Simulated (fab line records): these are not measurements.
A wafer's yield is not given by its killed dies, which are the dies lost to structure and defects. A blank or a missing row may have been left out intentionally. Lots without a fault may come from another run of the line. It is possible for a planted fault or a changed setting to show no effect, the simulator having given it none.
Shared-tool check | flow n5Finfet | Sample size 9 lots and 27 wafers

## WHY THIS WAS OPENED
On 2 of the 9 lots, a flag is raised at N5_STI_FIN_REVEAL_INSPECT_13 on the reading rawDefectCount. No-fault wafers: 14, standard deviation 6.
Rule: flag the lot when none of its wafers has a number, or when each of its wafers that has one lies beyond 4 standard deviations from that mean. The other lots count as sound.

lot  | measured    | on               | rawDefectCount, wafer by wafer | flag
L832 | day 2 13:28 | defectInspect-01 | 12 9 7                         | 
L837 | day 3 19:06 | defectInspect-02 | 23 28 25                       | 
L838 | day 4 00:46 | defectInspect-01 | 5 14 8                         | 
L839 | day 4 07:35 | defectInspect-01 | 10 17 8                        | 
L841 | day 4 19:50 | defectInspect-02 | 830 749 796                    | FLAGGED
L842 | day 5 05:55 | defectInspect-01 | 777 801 803                    | FLAGGED
L853 | day 7 21:38 | defectInspect-01 | 10 18 14                       | 
L854 | day 8 03:56 | defectInspect-01 | 7 5 13                         | 
L855 | day 8 08:01 | defectInspect-02 | 13 10 15                       | 
Averaged over the flagged lots the numbers come to 793, +779 from the usual (+99 or more standard deviations).

## EACH LOT AND THE TOOL IT RAN ON
Before the reading, the record contains 4 process steps out of a 1938-step route. Every cell lists first the tool, next ch and the chambers used by the sampled wafers, and last the start.
lot  | flag    | N5_FIN_CUT_CUT_ETCH_15         | N5_FIN_CUT_CUT_ETCH_28         | N5_STI_FIN_REVEAL_RECESS_09      | N5_STI_FIN_REVEAL_PRECLEAN_18
L832 |         | rieSi-03 ch 0,2,3, day 2 03:43 | rieSi-03 ch 0,2,3, day 2 03:46 | vaporEtch-02 ch 0,1, day 2 11:12 | wetBench-02 ch 1,5,7, day 2 13:24
L837 |         | rieSi-02 ch 0,1,3, day 3 09:13 | rieSi-02 ch 0,1,3, day 3 09:17 | vaporEtch-01 ch 0,1, day 3 16:19 | wetBench-04 ch 0,6,7, day 3 19:02
L838 |         | rieSi-02 ch 0,3, day 3 15:44   | rieSi-02 ch 0,3, day 3 15:47   | vaporEtch-02 ch 0,1, day 3 21:59 | wetBench-03 ch 3,4,5, day 4 00:43
L839 |         | rieSi-02 ch 0,1, day 3 21:38   | rieSi-02 ch 0,1, day 3 21:41   | vaporEtch-02 ch 0,1, day 4 04:48 | wetBench-03 ch 0,2,3, day 4 07:32
L841 | FLAGGED | rieSi-02 ch 1,2,3, day 4 09:41 | rieSi-02 ch 1,2,3, day 4 09:45 | vaporEtch-02 ch 0,1, day 4 16:40 | wetBench-03 ch 1,5,6, day 4 19:47
L842 | FLAGGED | rieSi-03 ch 1,2, day 4 18:20   | rieSi-03 ch 1,2, day 4 18:23   | vaporEtch-02 ch 0,1, day 5 03:07 | wetBench-03 ch 1,5,6, day 5 05:51
L853 |         | rieSi-03 ch 0,1,2, day 7 11:36 | rieSi-03 ch 0,1,2, day 7 11:40 | vaporEtch-02 ch 0,1, day 7 18:46 | wetBench-02 ch 0,1,7, day 7 21:34
L854 |         | rieSi-02 ch 1,2,3, day 7 18:44 | rieSi-02 ch 1,2,3, day 7 18:47 | vaporEtch-02 ch 0,1, day 8 00:57 | wetBench-02 ch 0,6,7, day 8 03:52
L855 |         | rieSi-01 ch 0,1,3, day 7 22:12 | rieSi-01 ch 0,1,3, day 7 22:15 | vaporEtch-02 ch 0,1, day 8 05:24 | wetBench-03 ch 1,4,5, day 8 07:55
What is done by these steps:
- N5_FIN_CUT_CUT_ETCH_15: etches Si in HBr/Cl2/O2, target depth 100 nm, bt time 10 s, time 42.4 s.
- N5_FIN_CUT_CUT_ETCH_28: etches Si in HBr/Cl2/O2, target depth 6 nm, time 2.4 s.
- N5_STI_FIN_REVEAL_RECESS_09: chemistry HF/NH3, target SiO2, afs cycles 11, target depth 42.5 nm, sublimation time 60 s.
- N5_STI_FIN_REVEAL_PRECLEAN_18: cleans in SC2, time 45 s.
- N5_STI_FIN_REVEAL_INSPECT_13: inspects for defects (darkfield).

## FLAGGED OVER TOTAL, TOOL BY TOOL (the gauges that took the reading come last)
step                          | tool             | lots run | flagged | share of the flagged lots | sound lots run after its first flagged lot
N5_FIN_CUT_CUT_ETCH_15        | rieSi-01         | 1        | 0       | none                      | -
N5_FIN_CUT_CUT_ETCH_15        | rieSi-02         | 5        | 1       | some                      | 1 (L854)
N5_FIN_CUT_CUT_ETCH_15        | rieSi-03         | 3        | 1       | some                      | 1 (L853)
N5_FIN_CUT_CUT_ETCH_28        | rieSi-01         | 1        | 0       | none                      | -
N5_FIN_CUT_CUT_ETCH_28        | rieSi-02         | 5        | 1       | some                      | 1 (L854)
N5_FIN_CUT_CUT_ETCH_28        | rieSi-03         | 3        | 1       | some                      | 1 (L853)
N5_STI_FIN_REVEAL_RECESS_09   | vaporEtch-01     | 1        | 0       | none                      | -
N5_STI_FIN_REVEAL_RECESS_09   | vaporEtch-02     | 8        | 2       | all                       | 3 (L853,L854,L855)
N5_STI_FIN_REVEAL_PRECLEAN_18 | wetBench-02      | 3        | 0       | none                      | -
N5_STI_FIN_REVEAL_PRECLEAN_18 | wetBench-03      | 5        | 2       | all                       | 1 (L855)
N5_STI_FIN_REVEAL_PRECLEAN_18 | wetBench-04      | 1        | 0       | none                      | -
N5_STI_FIN_REVEAL_INSPECT_13  | defectInspect-01 | 6        | 1       | some                      | 2 (L853,L854)
N5_STI_FIN_REVEAL_INSPECT_13  | defectInspect-02 | 3        | 1       | some                      | 1 (L855)

## WHAT THE TABLE ALLOWS
vaporEtch-02 at N5_STI_FIN_REVEAL_RECESS_09 and wetBench-03 at N5_STI_FIN_REVEAL_PRECLEAN_18 are the 2 rows of the table that ran each flagged lot.
- vaporEtch-02 at N5_STI_FIN_REVEAL_RECESS_09: 2 of its 8 lots flagged. After the first flagged lot (L853, L854, L855), sound lots still ran on it; a lasting fault on the whole tool would not permit that.
- wetBench-03 at N5_STI_FIN_REVEAL_PRECLEAN_18: 2 of its 5 lots flagged. After the first flagged lot (L855), sound lots still ran on it; a lasting fault on the whole tool would not permit that.
Every row of the table either missed a flagged lot or ran a sound lot after the first.

## WHAT THE SIMULATOR HAD PUT IN
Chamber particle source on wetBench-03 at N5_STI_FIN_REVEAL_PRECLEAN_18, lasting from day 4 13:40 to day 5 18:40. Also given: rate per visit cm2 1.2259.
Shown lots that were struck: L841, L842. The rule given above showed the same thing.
